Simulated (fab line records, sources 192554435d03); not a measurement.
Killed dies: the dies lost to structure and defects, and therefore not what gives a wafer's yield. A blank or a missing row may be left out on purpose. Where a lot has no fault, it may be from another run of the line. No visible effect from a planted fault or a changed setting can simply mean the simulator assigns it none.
Struck lot and sound lot, side by side :: flow n5 finfet :: 39 out of 1938 route steps
Sound: the wafers L469.1, L469.3, L469.6. The struck wafers were L454.2, L454.5, L454.6. The cause comes at the end.
Per side, at each step with rows, come the tool, then ch with its chambers, and then its first start. Under that, the readings that differ: sound wafers :: struck wafers :: difference of the means :: sigmas: that difference in standard deviations of wafers without a fault.
alike: readings with means less than 2 such deviations apart, plus words and numbers identical on both sides. not compared: withheld readings, readings lacking a value on some wafer, bounds such as >300 that could conceal the same value, and numbers that have no deviation in the record and whose values overlap.
The two part at a step that has a row with sigmas, a row that says differs or no value, or rows on one side only. Numbers that have no deviation but don't overlap get no sigmas and don't part them. A reading that every wafer of one side lacks parts them only if that side has two wafers or more.

first, 9 steps without rows for these wafers: N5_MOL_CONTACT_COAG_SPUTTER_130 (material Co, target thk 47.5 nm); N5_MOL_CONTACT_COAG_PRECLEAN_125 (cleans in DIW, time 57.5 s); N5_MOL_CONTACT_COAG_SRD_126 (dry time 32 s); N5_MOL_CONTACT_COAG_CMP_23 (polishes, stops on SiO2, t overpolish 1.5 s, target thk 0 nm); N5_MOL_CONTACT_COAG_WET_ETCH_26 (target Co, target depth 13 nm); N5_MOL_CONTACT_COAG_WET_ETCH_116 (etches the open film in SC1-inhibited, target depth 4.6 nm, rinse time 30 s); N5_MOL_CONTACT_COAG_ALD_27 (deposits SiOC, target thk 17 nm, pulse time 1.5 s, time 2720 s); N5_MOL_CONTACT_COAG_CMP_28 (polishes, stops on SiNx, t overpolish 0.85 s, target thk 14.522 nm); N5_MOL_CONTACT_COAG_ALD_123 (deposits SiNx, target thk 5 nm, pulse time 1 s, purge time 2 s).
N5_MOL_CONTACT_COAG_PECVD_31: deposits SiO2 from TEOS/O2, target thk 46 nm, time 8.9 s.
  sound on pecvd-01 ch 1,2, day 10 23:43; struck on pecvd-03 ch 1,2, day 7 04:02
reading: chamber pressure Torr (Torr)
sound: 6.515 6.504 6.495
struck: - - -
difference: no value on the struck wafers
sigmas: 
  not compared: since wet clean h
then, 25 steps without rows for these wafers: N5_MOL_CONTACT_COAG_COAT_75 (time 60 s, resist thk 60 nm); N5_MOL_CONTACT_COAG_COAT_76 (time 60 s, resist thk 10 nm); N5_MOL_CONTACT_COAG_COAT_77 (time 60 s, resist thk 10 nm); N5_MOL_CONTACT_COAG_COAT_78 (resist thk 40 nm); N5_MOL_CONTACT_COAG_EBR_80; N5_MOL_CONTACT_COAG_SOFTBAKE_79 (time 60 s); N5_MOL_CONTACT_COAG_EXPOSE_81 (exposes mask VG, defocus 0 nm); N5_MOL_CONTACT_COAG_PEB_82 (peb time 60 s); N5_MOL_CONTACT_COAG_DEVELOP_83 (develop time 30 s); N5_MOL_CONTACT_COAG_DESCUM_88 (chemistry O2, time 7 s); N5_MOL_CONTACT_COAG_ETCH_89 (etches underlayer in N2/H2, target depth 13 nm, time 10.4 s); N5_MOL_CONTACT_COAG_ETCH_90 (etches SiARC in CF4, target depth 13 nm, time 21.7 s); N5_MOL_CONTACT_COAG_ALD_131 (deposits SiO2, target thk 5 nm, pulse time 1 s, co reactant pulse time 1 s); N5_MOL_CONTACT_COAG_ETCHBACK_132 (etches SiO2 in CHF3, target depth 10 nm, time 6.7 s); N5_MOL_CONTACT_COAG_ETCH_91 (etches SOC in N2/H2, target depth 60 nm, overetch 21 nm, time 101.2 s); N5_MOL_CONTACT_COAG_STRIP_92 (strips in N2/H2); N5_MOL_CONTACT_COAG_STRIP_93 (strips in N2/H2); N5_MOL_CONTACT_COAG_ETCHBACK_135 (etches SiO2 in CHF3, target depth 25 nm, time 16.7 s); N5_MOL_CONTACT_COAG_STRIP_118 (strips in CHF3); N5_MOL_CONTACT_COAG_VIA_ETCH_46 (etches SiO2 in C4F6/O2, target depth 46 nm, overetch 9.2 nm, time 40 s); N5_MOL_CONTACT_COAG_STRIP_96 (strips in N2/H2); N5_MOL_CONTACT_COAG_ETCH_47 (etches SiNx in CH3F/O2, stops on W, target depth 27 nm); N5_MOL_CONTACT_COAG_STRIP_119 (strips in N2/H2, time 30 s); N5_MOL_CONTACT_COAG_PRECLEAN_144 (cleans in alkaline clean, time 60 s); N5_MOL_CONTACT_COAG_SRD_145 (time 30 s).
N5_MOL_CONTACT_COAG_CD_MEAS_137: the cd target is 16 nm.
  sound: cd sem-01 at day 11 01:47; struck: cd sem-03 at day 7 05:18
reading: cd nm (nm)
sound: 15.2 15.7 15.7
struck: - - -
difference: no value on the struck wafers
sigmas: 
N5_MOL_CONTACT_COAG_INSPECT_42: inspects for defects (brightfield).
  sound: defect inspect-01 at day 11 02:11; struck: defect inspect-01 at day 7 05:50
reading: raw defect count
sound: 172 290 244
struck: 1864 2032 1995
difference: +1728
sigmas: +36
N5_BEOL_M4_RC_MEAS_101:
  the record has rows for the sound wafers here (prober-01 ch 0, day 14 08:56) and none for the struck ones
-- record jumps: 7 days separate the struck wafers' starts on either side; left off in module BEOL_M4, taken up again in module PASSIVATION, whose first shown step is the route's number 1936 --
N5_PASSIVATION_PROBE_49:
  the record has rows for the struck wafers here (prober-02, day 14 17:28) and none for the sound ones

## WHERE THEY PART
At N5_MOL_CONTACT_COAG_PECVD_31 first; at N5_PASSIVATION_PROBE_49 last (within this record only).

WHY: what had been put in by the simulator
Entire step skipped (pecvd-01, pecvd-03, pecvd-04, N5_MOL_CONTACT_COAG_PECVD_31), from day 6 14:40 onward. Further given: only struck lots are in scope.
